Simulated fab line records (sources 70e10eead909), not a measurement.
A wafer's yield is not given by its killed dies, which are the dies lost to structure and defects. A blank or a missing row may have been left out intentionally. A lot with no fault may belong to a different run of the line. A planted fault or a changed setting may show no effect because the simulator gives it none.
Shared-tool check    flow nandHarc    Lots sampled 3, wafers sampled 9

WHY IT WAS OPENED
At NHARC_END_SORT_01 the reading killedAtArray is flagged on 3 of 3 lots. No-fault wafers: 28, standard deviation 10.
Rule: a lot is flagged in two cases, either no wafer of it has a number, or all its wafers with numbers fall more than 4 standard deviations from that mean. The rest of the lots are taken to be sound.

lot   measured      on         killedAtArray, wafer by wafer  flag
L573  day 22 03:38  prober-02  670 674 669                    FLAGGED
L574  day 22 04:23  prober-01  675 677 677                    FLAGGED
L572  day 22 13:51  prober-02  669 671 670                    FLAGGED
On average the flagged lots' numbers are 672, which is +644 against the usual, or +64 standard deviations.

TOOL THAT RAN EACH LOT
The record holds 4 process steps before the reading, out of a route of 1159 steps. Every cell lists first the tool, next ch and the chambers used by the sampled wafers, and last the start.
lot   flag     NHARC_A_CHANNEL_FILL_D1_RTA_24   NHARC_A_STAIRCASE_DESCUM_11        NHARC_A_STAIRCASE_ETCH_13          NHARC_A_STAIRCASE_ETCH_21
L573  FLAGGED  rtpAnneal-02 ch 0, day 13 01:41  rieDiel-10 ch 1,2,3, day 13 05:04  rieDiel-10 ch 0,1,2, day 13 05:25  rieDiel-06 ch 1,3, day 22 03:38 or earlier
L574  FLAGGED  rtpAnneal-01 ch 0, day 13 14:55  rieDiel-10 ch 1,2, day 13 17:44    rieDiel-10 ch 0,1,2, day 13 17:58  rieDiel-02 ch 0,2, day 22 04:23 or earlier
L572  FLAGGED  rtpAnneal-01 ch 0, day 13 05:28  rieDiel-06 ch 0,1, day 13 08:51    rieDiel-06 ch 1,2,3, day 13 09:06  rieDiel-06 ch 0,1,2, day 22 13:51 or earlier
What the steps here do:
- NHARC_A_CHANNEL_FILL_D1_RTA_24: time 5 s.
- NHARC_A_STAIRCASE_DESCUM_11: chemistry O2, time 3 s.
- NHARC_A_STAIRCASE_ETCH_13: etches the open film in C4F8/O2, target depth 100 nm, time 40.5 s.
- NHARC_A_STAIRCASE_ETCH_21: etches the open film in C4F8/O2, target depth 100 nm, time 40.5 s.
- NHARC_END_SORT_01

FLAGGED AGAINST TOTAL, ONE TOOL AT A TIME (gauges that did the reading follow at the end)
step                            tool          lots run  flagged  share of the flagged lots  sound lots run after its first flagged lot
NHARC_A_CHANNEL_FILL_D1_RTA_24  rtpAnneal-01  2         2        some                       0
NHARC_A_CHANNEL_FILL_D1_RTA_24  rtpAnneal-02  1         1        some                       0
NHARC_A_STAIRCASE_DESCUM_11     rieDiel-06    1         1        some                       0
NHARC_A_STAIRCASE_DESCUM_11     rieDiel-10    2         2        some                       0
NHARC_A_STAIRCASE_ETCH_13       rieDiel-06    1         1        some                       0
NHARC_A_STAIRCASE_ETCH_13       rieDiel-10    2         2        some                       0
NHARC_A_STAIRCASE_ETCH_21       rieDiel-02    1         1        some                       0
NHARC_A_STAIRCASE_ETCH_21       rieDiel-06    2         2        some                       0
NHARC_END_SORT_01               prober-01     1         1        some                       0
NHARC_END_SORT_01               prober-02     2         2        some                       0
NHARC_A_STAIRCASE_ETCH_21 gives no start for some lots, so the hours and the order of its lots are those of NHARC_END_SORT_01.

THE TABLE: WHAT IT ALLOWS
No row of the table ran every flagged lot.

WHAT HAD BEEN PUT IN BY THE SIMULATOR
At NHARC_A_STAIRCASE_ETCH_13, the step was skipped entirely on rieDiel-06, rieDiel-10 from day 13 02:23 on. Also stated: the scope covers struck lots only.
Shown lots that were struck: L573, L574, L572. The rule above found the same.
